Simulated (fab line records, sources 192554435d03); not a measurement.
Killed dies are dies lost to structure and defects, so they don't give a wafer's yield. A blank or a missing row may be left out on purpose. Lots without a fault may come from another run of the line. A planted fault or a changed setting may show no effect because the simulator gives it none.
Which tool did it? | flow n5_finfet | 7 lots, 20 wafers sampled, at 8 steps of a route of 1938

WHAT THE GAUGES READ, wafer by wafer
N5_BEOL_M9_OCD_MEAS_38. Usual: trench_depth_nm 150.1 nm, standard deviation 2.5.
lot  | measured     | on     | trench_depth_nm (nm) | flag
L415 | day 11 00:34 | ocd-01 | 148.9 149.0 149.3    |
L417 | day 11 03:28 | ocd-01 | 150.2 150.1 150.6    |
L416 | day 11 10:46 | ocd-01 | 154.1 150.6 151.6    |
L427 | day 13 12:19 | ocd-01 | 119.9 121.6          | OFF
L432 | day 14 21:20 | ocd-02 | 156.6 154.8 155.7    |
L434 | day 15 20:58 | ocd-02 | 147.8 149.6 150.0    |
L435 | day 15 22:13 | ocd-01 | 153.8 148.5 150.2    |

N5_BEOL_M9_CD_MEAS_35: target cd 70 nm, target cd y 40 nm. Usual: cd_nm 69.9 nm, standard deviation 0.58.
lot  | measured     | on        | cd_nm (nm)     | flag
L415 | day 11 00:44 | cd_sem-02 | 71.0 71.0 70.9 |
L417 | day 11 03:37 | cd_sem-02 | 70.3 69.7 70.1 |
L416 | day 11 10:56 | cd_sem-02 | 71.3 69.8 71.2 |
L427 | day 13 12:28 | cd_sem-02 | 69.3 69.8      |
L432 | day 14 21:29 | cd_sem-02 | 68.9 69.4 69.8 |
L434 | day 15 21:13 | cd_sem-02 | 70.0 70.1 70.1 |
L435 | day 15 22:22 | cd_sem-01 | 70.1 69.3 70.0 |

N5_BEOL_M9_THK_MEAS_53: measures by xrf. Usual: M9_THK 140.9 nm, standard deviation 2.9.
lot  | measured     | on            | M9_THK (nm)       | flag
L415 | day 11 04:29 | film_metro-02 | 140.4 140.3 139.7 |
L417 | day 11 06:26 | film_metro-02 | 142.2 142.7 141.4 |
L416 | day 11 13:01 | film_metro-01 | 148.2 144.5 144.2 |
L427 | day 13 15:05 | film_metro-01 | 110.5 113.3       | OFF
L432 | day 15 00:27 | film_metro-02 | 147.5 146.6 145.3 |
L434 | day 15 23:40 | film_metro-01 | 140.4 140.8 141.4 |
L435 | day 16 01:07 | film_metro-02 | 145.7 140.9 141.0 |

N5_BEOL_M9_RS_MEAS_57: measures by four-point-probe. Usual: M9_RS 0.153 ohm/sq, standard deviation 0.0032.
lot  | measured     | on            | M9_RS (ohm/sq)    | flag
L415 | day 11 04:37 | film_metro-01 | 0.153 0.153 0.153 |
L417 | day 11 06:34 | film_metro-02 | 0.152 0.151 0.152 |
L416 | day 11 13:09 | film_metro-01 | 0.146 0.151 0.151 |
L427 | day 13 15:13 | film_metro-01 | 0.202 0.196       | OFF
L432 | day 15 00:35 | film_metro-01 | 0.145 0.146 0.147 |
L434 | day 15 23:48 | film_metro-01 | 0.155 0.153 0.153 |
L435 | day 16 01:15 | film_metro-01 | 0.148 0.153 0.153 |

N5_BEOL_M15_RC_MEAS_101. Usual: COMB_M10 1.4e-11 S/m, standard deviation 3.2e-12; COMB_M11 1.4e-11 S/m, standard deviation 3.4e-12; COMB_M12 5.8e-12 S/m, standard deviation 1.5e-12; COMB_M13 4.4e-12 S/m, standard deviation 1.2e-12; COMB_M14 3.2e-12 S/m, standard deviation 8.9e-13; COMB_M15 2.1e-12 S/m, standard deviation 8.9e-13; COMB_M5 3.7e-11 S/m, standard deviation 7.6e-12; COMB_M6 2.5e-11 S/m, standard deviation 4.9e-12; COMB_M7 2.5e-11 S/m, standard deviation 5.3e-12; COMB_M8 2.5e-11 S/m, standard deviation 5.3e-12; SERP_M10 3.03 ohm/um, standard deviation 0.083; SERP_M10_max_site 3.12 ohm/um, standard deviation 0.084; SERP_M11 3.12 ohm/um, standard deviation 0.077; SERP_M12 0.638 ohm/um, standard deviation 0.016; SERP_M13 0.313 ohm/um, standard deviation 0.0067; SERP_M13_max_site 0.316 ohm/um, standard deviation 0.007; SERP_M14 0.160 ohm/um, standard deviation 0.0033; SERP_M5 38.8 ohm/um, standard deviation 1.5; SERP_M6 13.9 ohm/um, standard deviation 0.56; SERP_M7 14.0 ohm/um, standard deviation 0.51; SERP_M8 13.9 ohm/um, standard deviation 0.51; SERP_M9 3.10 ohm/um, standard deviation 0.073; SERP_M9_max_site 3.19 ohm/um, standard deviation 0.085.
lot  | measured     | on        | COMB_M10 (S/m)          | COMB_M11 (S/m)          | COMB_M12 (S/m)          | COMB_M13 (S/m)          | COMB_M14 (S/m)          | COMB_M15 (S/m)          | COMB_M5 (S/m)           | COMB_M6 (S/m)           | COMB_M7 (S/m)           | COMB_M8 (S/m)           | SERP_M10 (ohm/um) | SERP_M10_max_site (ohm/um) | SERP_M11 (ohm/um) | SERP_M12 (ohm/um) | SERP_M13 (ohm/um) | SERP_M13_max_site (ohm/um) | SERP_M14 (ohm/um) | SERP_M5 (ohm/um) | SERP_M6 (ohm/um) | SERP_M7 (ohm/um) | SERP_M8 (ohm/um) | SERP_M9 (ohm/um) | SERP_M9_max_site (ohm/um) | flag
L415 | day 13 14:40 | prober-02 | 2.2e-11 1.7e-11 1.9e-11 | 1.1e-11 1.2e-11 1.8e-11 | 6.4e-12 7.6e-12 8.2e-12 | 4.1e-12 4.4e-12 4.7e-12 | 4.4e-12 4.1e-12 4.7e-12 | 2.3e-12 2.7e-12 2.6e-12 | 4.1e-11 3.8e-11 3.5e-11 | 1.5e-11 1.8e-11 2e-11   | 3.4e-11 3.4e-11 3.9e-11 | 2.3e-11 2.9e-11 2.5e-11 | 3.00 3.00 3.05    | 3.12 3.07 3.10             | 3.15 3.23 3.20    | 0.643 0.631 0.662 | 0.310 0.313 0.314 | 0.314 0.316 0.318          | 0.157 0.157 0.160 | 39.9 38.3 39.6   | 13.5 14.8 13.9   | 15.3 14.3 14.0   | 13.5 14.1 13.7   | 3.05 3.04 3.05   | 3.08 3.11 3.09            |
L417 | day 13 15:00 | prober-01 | 1.5e-11 1.5e-11 1.3e-11 | 1e-11 1.1e-11 1.5e-11   | 4.7e-12 6.1e-12 4e-12   | 2.5e-12 2.9e-12 2.7e-12 | 2.8e-12 2.9e-12 3.1e-12 | 1.3e-12 2.1e-12 1.3e-12 | 5e-11 4.6e-11 3.1e-11   | 2e-11 2.9e-11 1.8e-11   | 2.8e-11 3.8e-11 2.2e-11 | 2.2e-11 2.9e-11 2.6e-11 | 3.12 3.06 3.26    | 3.23 3.15 3.32             | 3.10 3.12 3.01    | 0.654 0.639 0.637 | 0.327 0.309 0.317 | 0.330 0.313 0.322          | 0.156 0.155 0.163 | 42.3 41.1 43.3   | 13.2 14.1 13.9   | 13.6 14.9 15.0   | 14.9 13.9 13.5   | 3.06 3.04 3.05   | 3.13 3.21 3.21            |
L416 | day 13 19:28 | prober-02 | 1.2e-11 1.7e-11 1.4e-11 | 1.2e-11 1.1e-11 1e-11   | 8.9e-12 7.3e-12 1e-11   | 5.1e-12 5.7e-12 5.3e-12 | 3.5e-12 5.7e-12 3.8e-12 | 2.9e-12 3.3e-12 3.2e-12 | 3.7e-11 4.5e-11 3.3e-11 | 2.4e-11 2.1e-11 2.1e-11 | 2e-11 2.2e-11 2.4e-11   | 1.8e-11 2.2e-11 3e-11   | 2.89 3.01 2.91    | 2.98 3.15 3.03             | 3.15 3.12 3.06    | 0.639 0.637 0.644 | 0.315 0.314 0.314 | 0.318 0.316 0.317          | 0.163 0.162 0.159 | 39.6 38.7 40.0   | 14.1 13.4 13.6   | 13.6 14.2 14.1   | 13.8 13.8 14.4   | 2.93 3.06 3.02   | 3.01 3.14 3.12            |
L427 | day 15 09:21 | prober-01 | 1.6e-11 1.9e-11         | 1.3e-11 1e-11           | 5.1e-12 6.3e-12         | 3.2e-12 4e-12           | 1.2e-12 1.9e-12         | 1.8e-12 1.3e-12         | 3.9e-11 3.8e-11         | 2.3e-11 2.1e-11         | 2.7e-11 2.4e-11         | 2e-11 2.2e-11           | 3.00 2.93         | 3.16 3.01                  | 2.93 2.89         | 0.638 0.624       | 0.312 0.319       | 0.314 0.322                | 0.158 0.156       | 38.1 37.0        | 13.8 13.2        | 13.8 14.7        | 14.0 13.2        | 4.11 4.00        | 4.27 4.12                 | OFF
L432 | day 16 16:02 | prober-02 | 9e-12 1.2e-11 1.5e-11   | 1.1e-11 1.2e-11 1.7e-11 | 6.2e-12 6.2e-12 8.3e-12 | 6.1e-12 7.2e-12 5e-12   | 3.7e-12 3e-12 4e-12     | 3.4e-12 3.5e-12 2.9e-12 | 4.7e-11 5.3e-11 4.5e-11 | 1.9e-11 3.5e-11 2.9e-11 | 2.2e-11 2.3e-11 2.3e-11 | 2.2e-11 2.6e-11 3.4e-11 | 2.93 3.07 3.08    | 2.97 3.21 3.17             | 3.16 3.21 3.21    | 0.623 0.658 0.655 | 0.320 0.318 0.318 | 0.322 0.321 0.320          | 0.158 0.163 0.161 | 37.9 38.0 39.0   | 14.5 13.6 13.7   | 13.6 14.3 14.7   | 13.5 14.6 14.4   | 3.01 3.02 3.00   | 3.09 3.07 3.06            |
L434 | day 17 11:29 | prober-02 | 1.1e-11 1.4e-11 1.9e-11 | 1.9e-11 1.9e-11 1.3e-11 | 5.6e-12 6.4e-12 6.1e-12 | 3.9e-12 3.8e-12 5.7e-12 | 4.4e-12 4e-12 3.6e-12   | 4e-12 2.6e-12 2e-12     | 4.5e-11 5.3e-11 4.2e-11 | 2e-11 2.5e-11 2.6e-11   | 2.5e-11 2.3e-11 3.6e-11 | 2.5e-11 2.1e-11 2.5e-11 | 2.95 2.99 2.90    | 2.98 3.07 2.95             | 3.19 3.06 2.97    | 0.619 0.633 0.621 | 0.309 0.308 0.307 | 0.312 0.313 0.311          | 0.161 0.158 0.159 | 39.1 39.1 38.7   | 13.6 14.5 13.4   | 14.5 13.4 14.2   | 14.2 14.0 14.0   | 3.12 3.10 3.11   | 3.18 3.22 3.20            |
L435 | day 17 16:53 | prober-02 | 1.3e-11 1.2e-11 1.3e-11 | 1.6e-11 1.4e-11 1.3e-11 | 4.9e-12 5e-12 4.7e-12   | 4.9e-12 4.8e-12 4.5e-12 | 3.2e-12 5.5e-12 3.3e-12 | 2.2e-12 2.7e-12 2.4e-12 | 3e-11 2.9e-11 3.4e-11   | 2.8e-11 2.3e-11 3.1e-11 | 2.1e-11 2.6e-11 2.1e-11 | 2e-11 2.1e-11 2.8e-11   | 2.85 2.94 2.96    | 3.11 3.04 3.01             | 3.13 3.19 3.00    | 0.625 0.607 0.607 | 0.311 0.312 0.315 | 0.313 0.315 0.317          | 0.159 0.165 0.159 | 41.0 38.4 41.2   | 13.4 13.9 13.3   | 14.2 14.6 12.8   | 14.4 13.7 13.9   | 3.00 3.16 3.09   | 3.08 3.25 3.15            |

WHICH TOOL RAN EACH LOT (tool, then ch and the chambers of the sampled wafers, then the start)
lot  | N5_BEOL_M9_STRIP_36                | N5_BEOL_M9_TRENCH_ETCH_37          | N5_BEOL_M9_CURE_72
L415 | rie_diel-02 ch 0,3, day 11 00:21   | rie_diel-02 ch 0,3, day 11 00:23   | uv_cure-02 ch 2, day 11 00:49
L417 | rie_diel-03 ch 1,2,3, day 11 03:14 | rie_diel-03 ch 1,2,3, day 11 03:17 | uv_cure-03 ch 0, day 11 03:39
L416 | rie_diel-02 ch 2,3, day 11 10:34   | rie_diel-02 ch 2,3, day 11 10:36   | uv_cure-02 ch 1, day 11 10:58
L427 | rie_diel-02 ch 0,1, day 13 12:06   | rie_diel-02 ch 0,1, day 13 12:08   | uv_cure-01 ch 0, day 13 12:53
L432 | rie_diel-01 ch 2,3, day 14 21:07   | rie_diel-01 ch 2,3, day 14 21:09   | uv_cure-03 ch 2, day 14 21:31
L434 | rie_diel-03 ch 2,3, day 15 20:46   | rie_diel-03 ch 2,3, day 15 20:48   | uv_cure-03 ch 1, day 15 21:16
L435 | rie_diel-01 ch 0,1,2, day 15 21:59 | rie_diel-01 ch 0,1,2, day 15 22:01 | uv_cure-03 ch 1, day 15 22:31
- N5_BEOL_M9_STRIP_36: strips in N2/H2.
- N5_BEOL_M9_TRENCH_ETCH_37: etches SiCOH lowk in C4F6/O2, target depth 151.43 nm, time 49 s.
- N5_BEOL_M9_CURE_72: cures SiCOH lowk, time 120 s.

WHAT THE TOOLS THEMSELVES READ (means of the sampled wafers that have a number; where no wafer has one, the mark that the record gives instead)
N5_BEOL_M9_STRIP_36. Usual: drypump_motor_current_A 5.6 A, standard deviation 0.48; oes_product_au 0.75 a.u., standard deviation 0.056; rf_vpp_V 59.3 V, standard deviation 1.5; showerhead_plenum_p_Torr 2.56 Torr, standard deviation 0.11; temp_c 40.01 C, standard deviation 0.11; throttle_valve_pct 23.77 %, standard deviation 0.28.
lot  | tool        | drypump_motor_current_A (A) | oes_product_au (a.u.) | rf_vpp_V (V) | showerhead_plenum_p_Torr (Torr) | temp_c (C) | throttle_valve_pct (%) | flag
L415 | rie_diel-02 | 5.4                         | 0.76                  | 57.7         | 2.58                            | 40.15      | 23.91                  |
L417 | rie_diel-03 | 5.8                         | 0.74                  | 59.5         | 2.61                            | 39.96      | 23.78                  |
L416 | rie_diel-02 | 6.0                         | 0.78                  | 57.9         | 2.44                            | 40.03      | 23.75                  |
L427 | rie_diel-02 | 5.1                         | 0.69                  | 59.5         | 2.46                            | 40.09      | 23.69                  |
L432 | rie_diel-01 | 5.1                         | 0.78                  | 58.4         | 2.57                            | 39.97      | 23.82                  |
L434 | rie_diel-03 | 6.3                         | 0.71                  | 59.0         | 2.64                            | 40.06      | 23.68                  |
L435 | rie_diel-01 | 5.6                         | 0.78                  | 59.7         | 2.66                            | 39.91      | 23.92                  |

N5_BEOL_M9_TRENCH_ETCH_37. Usual: O2_flow_sccm 10.000 sccm, standard deviation 0.029; drypump_motor_current_A 5.6 A, standard deviation 0.48; oes_o_777_au 0.74 a.u., standard deviation 0.054; oes_product_au 0.74 a.u., standard deviation 0.056; rf_vpp_V 663 V, standard deviation 13; showerhead_plenum_p_Torr 2.87 Torr, standard deviation 0.11; throttle_valve_pct 21.09 %, standard deviation 0.2.
lot  | tool        | O2_flow_sccm (sccm) | drypump_motor_current_A (A) | oes_o_777_au (a.u.) | oes_product_au (a.u.) | rf_vpp_V (V) | showerhead_plenum_p_Torr (Torr) | throttle_valve_pct (%) | flag
L415 | rie_diel-02 | 9.998               | 5.4                         | 0.74                | 0.76                  | 664          | 2.91                            | 21.20                  |
L417 | rie_diel-03 | 9.997               | 5.9                         | 0.72                | 0.74                  | 670          | 2.92                            | 21.02                  |
L416 | rie_diel-02 | 10.005              | 5.9                         | 0.78                | 0.79                  | 663          | 2.76                            | 21.20                  |
L427 | rie_diel-02 | 9.991               | 5.1                         | 0.69                | 0.69                  | 664          | 2.77                            | 21.02                  |
L432 | rie_diel-01 | 9.998               | 5.1                         | 0.78                | 0.77                  | 654          | 2.89                            | 21.19                  |
L434 | rie_diel-03 | 9.983               | 6.2                         | 0.69                | 0.71                  | 683          | 2.94                            | 20.91                  |
L435 | rie_diel-01 | 10.017              | 5.6                         | 0.78                | 0.77                  | 662          | 2.96                            | 21.03                  |

N5_BEOL_M9_CURE_72. Usual: lamp_power_pct 52.30 %, standard deviation 0.058; wafer_temp_C_max 372.1, standard deviation 0.84.
lot  | tool       | lamp_power_pct (%) | wafer_temp_C_max | flag
L415 | uv_cure-02 | 52.33              | 372.0            |
L417 | uv_cure-03 | 52.28              | 371.3            |
L416 | uv_cure-02 | 52.28              | 371.7            |
L427 | uv_cure-01 | 52.27              | 372.3            |
L432 | uv_cure-03 | 52.32              | 371.3            |
L434 | uv_cure-03 | 52.30              | 372.4            |
L435 | uv_cure-03 | 52.27              | 372.7            |

THE ANSWER, worked out from the rows above alone
Rule: a lot is off if the mean of its wafers that have a number lies more than 3 standard deviations from the usual mean. A lot without any number at a reading at which 4 lots or more have one is off too. The other lots that the step has rows for count as sound. The gauges are gone through in route order, then the tools' own readings, and for those a lot's mean is taken as printed above. The first step at which some lot is off is used, and at that step the reading that is off furthest; a lot without a number counts as furthest.
Off: L427, at N5_BEOL_M9_OCD_MEAS_38 (trench_depth_nm).
A tool fits if, at a process step before that reading, it ran every lot that is off, and no sound lot after the first of them. The gauges at N5_BEOL_M9_OCD_MEAS_38 aren't tried: what is off there is off at N5_BEOL_M9_THK_MEAS_53 too, on other tools, and a gauge's error can't cause that. One fits: rie_diel-02 at N5_BEOL_M9_STRIP_36 and N5_BEOL_M9_TRENCH_ETCH_37. At N5_BEOL_M9_STRIP_36 its last sound lot is L416 (day 11 10:34), its first lot that is off L427 (day 13 12:06): a fault that began between those two fits.

WHAT THE SIMULATOR HAD PUT IN
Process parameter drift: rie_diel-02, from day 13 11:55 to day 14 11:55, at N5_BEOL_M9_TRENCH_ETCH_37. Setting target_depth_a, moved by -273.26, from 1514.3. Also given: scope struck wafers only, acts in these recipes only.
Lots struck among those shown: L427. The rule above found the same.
